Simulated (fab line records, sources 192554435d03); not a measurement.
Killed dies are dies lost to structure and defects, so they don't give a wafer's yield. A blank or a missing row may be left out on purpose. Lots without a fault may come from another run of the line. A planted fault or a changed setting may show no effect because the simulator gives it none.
A struck lot beside a sound one | flow n5_finfet | 36 steps out of a route of 1938
Sound: wafers L960.1, L960.2, L960.4. Struck: wafers L949.1, L949.3. (L949.6 of the same lot was not struck and is left out.) The cause comes at the end.
At each step with rows: each side's tool, then ch and its chambers, then its first start. Under that, the readings that differ: sound wafers | struck wafers | difference of the means | sigmas: that difference in standard deviations of wafers without a fault.
alike: readings whose means differ by less than 2 such deviations, and words and numbers that are the same on both sides. not compared: withheld readings, readings that some wafer has no value for, bounds like >300 that may hide the same value, and numbers for which the record gives no deviation and whose values overlap.
The two part at a step that has a row with sigmas, a row that says differs or no value, or rows on one side only. Numbers that don't overlap but have no deviation are shown without sigmas and don't part them. A reading that every wafer of one side lacks parts them only if that side has two wafers or more.

first, 9 steps without rows for these wafers: N5_MOL_CONTACT_COAG_DEVELOP_39 (develop time 30 s); N5_MOL_CONTACT_COAG_DESCUM_45 (chemistry O2, time 7 s); N5_MOL_CONTACT_COAG_ETCH_65 (etches underlayer in N2/H2, target depth 13 nm, time 10.4 s); N5_MOL_CONTACT_COAG_ETCH_66 (etches SiARC in CF4, target depth 13 nm, time 21.7 s); N5_MOL_CONTACT_COAG_ALD_133 (deposits SiO2, target thk 5 nm, pulse time 1 s, co reactant pulse time 1 s); N5_MOL_CONTACT_COAG_ETCHBACK_134 (etches SiO2 in CHF3, target depth 10 nm, time 6.7 s); N5_MOL_CONTACT_COAG_ETCH_67 (etches SOC in N2/H2, target depth 60 nm, overetch 21 nm, time 101.2 s); N5_MOL_CONTACT_COAG_STRIP_68 (strips in N2/H2); N5_MOL_CONTACT_COAG_STRIP_69 (strips in N2/H2).
N5_MOL_CONTACT_COAG_ETCHBACK_136: etches SiO2 in CHF3, target depth 25 nm, time 16.7 s.
  sound on rie_diel-04 ch 0,1,2, day 10 01:13; struck on rie_diel-01 ch 2,3, day 7 03:39
  reading                                           | sound          | struck    | difference | sigmas
  oes_product_au (a.u.)                             | 0.78 0.80 0.70 | 0.57 0.63 | -0.16      | -3
  model.SOC_of_MOL_CONTACT_COAG_COAT_62.thk_nm (nm) | 57.2 57.2 57.2 | 58.2 58.2 | +1.0       |
  alike: chamber_pressure_mTorr, drypump_motor_current_A, rf_vpp_V, showerhead_plenum_p_Torr, throttle_valve_pct
  not compared: rf_hours_counter_h
then, 1 step without rows for these wafers: N5_MOL_CONTACT_COAG_STRIP_120 (strips in CHF3).
N5_MOL_CONTACT_COAG_VIA_ETCH_117: etches SiO2 in C4F6/O2, target depth 40 nm, overetch 8 nm, time 26 s.
  sound on rie_diel-04 ch 0,1,2, day 10 01:16; struck on rie_diel-01 ch 2,3, day 7 03:41
  reading                                      | sound            | struck      | difference | sigmas
  model.etch.depth_nm (nm)                     | 40.02 39.6 40.06 | 46.82 46.74 | +6.89      |
  model.MOL_CONTACT_COAG.feature_depth_nm (nm) | 40 39.6 40       | 46.8 46.8   | +6.9       |
  alike: chamber_pressure_mTorr, drypump_motor_current_A, oes_product_au, rf_vpp_V, showerhead_plenum_p_Torr, throttle_valve_pct
  not compared: rf_hours_counter_h
N5_MOL_CONTACT_COAG_ETCH_124: etches SiNx in CH3F/O2, stops on SiOC, target depth 6.5 nm.
  sound on rie_diel-04 ch 0,1,2, day 10 01:17; struck on rie_diel-01 ch 2,3, day 7 03:43
  reading               | sound          | struck    | difference | sigmas
  oes_product_au (a.u.) | 0.66 0.68 0.60 | 0.35 0.37 | -0.29      | -6
  alike: chamber_pressure_mTorr, drypump_motor_current_A, rf_vpp_V, showerhead_plenum_p_Torr, throttle_valve_pct
  not compared: rf_hours_counter_h
N5_MOL_CONTACT_COAG_ETCH_48: etches SiOC in C4F6/O2, target depth 15 nm, overetch 4.5 nm, time 17 s.
  sound on rie_diel-04 ch 0,1,2, day 10 01:19; struck on rie_diel-01 ch 2,3, day 7 03:45
  reading                                           | sound          | struck    | difference | sigmas
  oes_product_au (a.u.)                             | 0.64 0.70 0.60 | 0.28 0.31 | -0.35      | -6
  model.SOC_of_MOL_CONTACT_COAG_COAT_62.thk_nm (nm) | 46 45.6 45.8   | 46.8 47.2 | +1.2       |
  alike: chamber_pressure_mTorr, drypump_motor_current_A, rf_vpp_V, showerhead_plenum_p_Torr, throttle_valve_pct
  not compared: rf_hours_counter_h
then, 20 steps without rows for these wafers: N5_MOL_CONTACT_COAG_STRIP_72 (strips in N2/H2); N5_MOL_CONTACT_COAG_STRIP_49 (strips in N2/H2, time 30 s); N5_MOL_CONTACT_COAG_PRECLEAN_138 (cleans in alkaline clean, time 60 s); N5_MOL_CONTACT_COAG_SRD_139 (time 30 s); N5_MOL_CONTACT_COAG_PRE_CLEAN_121; N5_MOL_CONTACT_COAG_CVD_140 (deposits W, target thk 66.5 nm, time 215 s); N5_MOL_CONTACT_COAG_PRECLEAN_127 (cleans in DIW, time 57.5 s); N5_MOL_CONTACT_COAG_SRD_128 (dry time 32 s); N5_MOL_CONTACT_COAG_CMP_52 (polishes, stops on SiO2, t overpolish 1.5 s, target thk 66.5 nm); N5_MOL_CONTACT_COAG_ANNEAL_112 (time 1800 s); N5_BEOL_M0_SAQP_PECVD_00 (deposits SiCN from 3MS/NH3, target thk 8 nm, time 14 s); N5_BEOL_M0_SAQP_ILD_DEP_01 (deposits SiOC from DEMS/O2, target thk 45.419 nm, time 8.7 s); N5_BEOL_M0_SAQP_HM_DEP_02 (deposits TiN, target thk 12 nm); N5_BEOL_M0_SAQP_PECVD_03 (deposits SiCN from 3MS/NH3, target thk 12 nm, time 21.1 s); N5_BEOL_M0_SAQP_PECVD_96 (deposits a-Si from SiH4/He, target thk 45 nm, time 45.2 s); N5_BEOL_M0_SAQP_PECVD_97 (deposits SiNx from SiH4/NH3/N2, target thk 23 nm, time 19.9 s); N5_BEOL_M0_SAQP_PECVD_04 (deposits a-Si from SiH4/He, target thk 60 nm, time 60.2 s); N5_BEOL_M0_SAQP_HM_DEP_111 (deposits SiO2 from SiH4/N2O, target thk 12 nm, time 7.2 s); N5_BEOL_M0_SAQP_COAT_81 (time 60 s, resist thk 100 nm); N5_BEOL_M0_SAQP_COAT_82 (time 60 s, resist thk 30 nm).
N5_BEOL_M4_RC_MEAS_101:
  the record has rows for the sound wafers here (prober-01 ch 0, day 12 20:08) and none for the struck ones
-- the record jumps here: 8 days lie between the struck wafers' starts before and after (it left off in module BEOL_M4 and takes up again in module PASSIVATION, whose first step shown is number 1936 of the route) --
N5_PASSIVATION_PROBE_49:
  sound on prober-01, day 16 22:10; struck on prober-01, day 14 23:33
  reading                  | sound          | struck    | difference | sigmas
  defect_limited_yield (%) | 92.2 90.9 91.0 | 17.3 10.4 | -77.5      | -52
  killed_at_contacts       | 15 9 12        | 890 932   | +899       | +99 or more
  killed_at_front_end      | 24 40 28       | 47 65     | +25        | +2
  killed_dies              | 92 107 106     | 976 1057  | +915       | +51
  killed_on_rim            | 19 16 9        | 143 98    | +106       | +23
  sort_bin_5_function (%)  | 4.7 5.2 5.5    | 79.7 84.5 | +77.0      | +79
  sort_bin_8_speed (%)     | 2.88 0 0       | 0 0       | -1         | -4
  sort_n_pass              | 1054 1073 1074 | 204 123   | -904       | -50
  sort_yield_pct (%)       | 89.3 90.9 91.0 | 17.3 10.4 | -76.6      | -51
  alike: killed_at_M0_to_M3, killed_at_M4_up, killed_at_other, killed_open, killed_short, sort_bin_6_memory

WHERE THEY PART
First at N5_MOL_CONTACT_COAG_ETCHBACK_136; last, within this record, at N5_PASSIVATION_PROBE_49.

WHY: what the simulator had put in
Process parameter drift: rie_diel-01, from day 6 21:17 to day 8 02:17, at N5_MOL_CONTACT_COAG_ETCHBACK_136. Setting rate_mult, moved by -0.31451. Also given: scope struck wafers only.
